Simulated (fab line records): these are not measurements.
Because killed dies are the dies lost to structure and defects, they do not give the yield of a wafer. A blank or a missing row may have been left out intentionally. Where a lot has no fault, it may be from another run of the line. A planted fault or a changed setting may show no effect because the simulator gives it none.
Lot-split experiment -- flow n5Finfet -- on a route of 1938 steps: 7 lots, 21 wafers read

## ON THE SPLIT
At N5_BEOL_M13_EXPOSE_25 (exposes mask M13, target cd 210 nm), the setting doseMj was moved away from the recipe's 22 on 8 of the 21 wafers read, by -4.9% to +7.2%. This setting was run at the recipe's value on the other wafers.

## FROM THE SPLIT TO THE READING: what the file shows between them, 3 steps
- N5_BEOL_M13_PEB_26: peb time 90 s
- N5_BEOL_M13_DEVELOP_27: develop time 45 s
- N5_BEOL_M13_HARDBAKE_32: time 120 s

## THE READING
Shown in nm: cdNm at N5_BEOL_M13_CD_MEAS_28, with target cd 209.5 nm. On this fab line, fault-free wafers typically give 208.5 nm with a standard deviation of 1.5 nm.

wafer,"tool, chamber at the split",doseMj as run,against the recipe,"cdNm, nm",against lot-mates on the recipe
L074.1,"krfScanner-02, 0",23.15,+5.2%,211.8,+3.9
L074.3,"krfScanner-02, 0",22,recipe,206.4,-
L074.5,"krfScanner-02, 0",22,recipe,209.5,-
L077.1,"krfScanner-02, 0",22,recipe,207.4,-
L077.2,"krfScanner-02, 0",22,recipe,207.3,-
L077.4,"krfScanner-02, 0",22,recipe,208.5,-
L076.1,"krfScanner-02, 0",21.19,-3.7%,202.9,-7.2
L076.4,"krfScanner-02, 0",22,recipe,210.1,-
L076.6,"krfScanner-02, 0",21.19,-3.7%,204.1,-6.0
L079.1,"krfScanner-01, 0",21.51,-2.2%,208.6,-0.5
L079.2,"krfScanner-01, 0",21.51,-2.2%,206.3,-2.8
L079.6,"krfScanner-01, 0",22,recipe,209.1,-
L083.1,"krfScanner-01, 0",23.58,+7.2%,215.1,+6.5
L083.2,"krfScanner-01, 0",23.58,+7.2%,218.2,+9.6
L083.5,"krfScanner-01, 0",22,recipe,208.6,-
L086.2,"krfScanner-01, 0",22,recipe,207.2,-
L086.3,"krfScanner-01, 0",22,recipe,207.8,-
L086.6,"krfScanner-01, 0",22,recipe,206.7,-
L087.1,"krfScanner-02, 0",22,recipe,205.0,-
L087.3,"krfScanner-02, 0",22,recipe,208.1,-
L087.6,"krfScanner-02, 0",20.92,-4.9%,202.9,-3.7

FIT RESULTS
A straight line over all 21 wafers: cdNm changes by +1.07 nm for each +1% of doseMj; r = +0.91; the points scatter about the line by 1.5 nm.
The same after taking each lot's own level away (the mean of its wafers on the recipe; 21 wafers): +1.1 nm for each +1%; r = +0.92; scatter 1.4 nm.
According to that fit, moving doseMj by its largest amount changes the reading by 7.9 nm.
Across the lots, their own levels run from 206.55 to 210.10 nm, a range of 2.4 times the standard deviation given above.
Consequently the slope shifts little with the lot-to-lot level, the two slopes agreeing.
Check: +8.25 nm against its lot-mates is what the line predicts for one of the wafers moved furthest among these (+7.2%) when that wafer is left out of the fit. Against them it came out at +6.5 nm.

## OTHER SPLITS ON THESE WAFERS
Other splits were also applied to these wafers ahead of the reading. Each is held against what the fit with the lots' levels taken away leaves over:
other split on the same wafers,wafers away from the commonest value,r with cdNm (lot level and that fit taken away)
N5_BEOL_M10_COAT_60 spinRpm,3,-0.24
N5_BEOL_M11_DESCUM_16 timeS,13,-0.17
N5_BEOL_M11_COAT_63 spinRpm,6,+0.01
N5_BEOL_M11_COAT_22 spinRpm,5,-0.39
N5_BEOL_M11_PEB_26 pebTimeS,10,+0.00
N5_BEOL_M12_ETCH_38 timeS,6,-0.42

## THE WHOLE CHAIN: every reading that the file lists as answering this split, in the file's order
step,what it does,reading,change (the file's fit),r (the file's)
N5_BEOL_M13_CD_MEAS_28,target cd 209.5 nm,cdNm,+1.01 nm for each +1% of the setting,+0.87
N5_BEOL_M13_DESCUM_33,"chemistry O2, time 7.9 s","BEOL_M13.cdNm (the simulator's own value, which no gauge read)",+0.982 nm for each +1% of the setting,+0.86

## FILE'S OWN FIT
cdNm changes by +1.01 nm for each +1% of doseMj, r = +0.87.
